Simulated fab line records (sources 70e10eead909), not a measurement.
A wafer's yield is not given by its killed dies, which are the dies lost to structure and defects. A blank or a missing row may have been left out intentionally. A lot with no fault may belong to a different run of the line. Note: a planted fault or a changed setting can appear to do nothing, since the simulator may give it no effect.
Problem report in the 8D (eight disciplines) form, filled by code ; flow nand harc ; the parts of the form that need people (team, actions taken, sign-off) are left out

1. PROBLEM STATEMENT
heater power total W at NHARC_A_CONTACT_SOFTBAKE_03 reads a mean of 222.60 W on 6 wafers of 2 lots; wafers without a fault read 188.45 W with a standard deviation of 0.13. That is +99 or more standard deviations from the usual mean.
The step: time 55 s.
First seen on wafer L812.2, day 27 16:00, on litho track-01. The record holds 36 wafers of 12 lots with a number at this step. Rule for "out" (also "out of limits"): further than 4 standard deviations from the usual mean. Any other wafer with a number is counted as sound.

2. WHAT IT IS, AND WHAT IT ISN'T
question;is;is not
which readings at this step;heater power total W;-
which lots;L812, L819;L804, L805, L806, L809, L810, L811, L821, L824, L825, L826
which wafers of those lots;all that have a number;-
read on which tools;litho track-01;litho track-04, litho track-06
when;from day 27 16:00;"up to then (18 sound wafers); but 12 sound wafers of L821, L824, L825, L826 came after"

3. SUSPECTS, AND WHAT RULES EACH OUT
Counting: any tool at a process step up to the reading is kept as a suspect provided that every lot that is out went through it and no sound lot did after the first of them.
- rie diel-04 at NHARC_A_CONTACT_ETCH_106 (etches the open film in CF4/O2, target depth 90 nm, overetch 9 nm, time 49.5 s): ruled out as a lasting fault. Sound lots L825, L826 ran on it after its first lot that is out, L812 (day 27 12:41).
- litho track-01 at NHARC_A_CONTACT_SOFTBAKE_03 (time 55 s): ruled out as a lasting fault. Sound lots L825 ran on it after its first lot that is out, L812 (day 27 16:00).
Left after counting: nothing in the record.

4. THE CAUSE (what the simulator had put in)
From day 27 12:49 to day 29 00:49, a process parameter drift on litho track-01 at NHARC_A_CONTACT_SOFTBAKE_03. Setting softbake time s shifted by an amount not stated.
Counting ruled it out, wrongly.

5. THE EFFECT CHAIN, in route order
Each row: a reading where the mean over the struck wafers with a number is more than 3 standard deviations away from the usual. Only readings for which the record gives a usual standard deviation are gone through. hours: the time from each lot's start at the first step in this table that gives one to its start at this step, as a median over the lots. sigmas: the change in usual standard deviations.
hours;step;reading;usual;on struck wafers;change;sigmas
0;NHARC_A_CONTACT_SOFTBAKE_03;heater power total W;188.45 W;222.60;+34.15;+99 or more
It contains these process steps:
- NHARC_A_CONTACT_SOFTBAKE_03: time 55 s.
Later measuring or inspecting steps at which every struck wafer that the step has a row for has a number for every such reading, and none has moved that far: NHARC_END_SORT_01.

6. WHAT WOULD HAVE CAUGHT IT SOONER
The fault began at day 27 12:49; the first out-of-limits reading in this record came at day 27 16:00, 3 hours later.
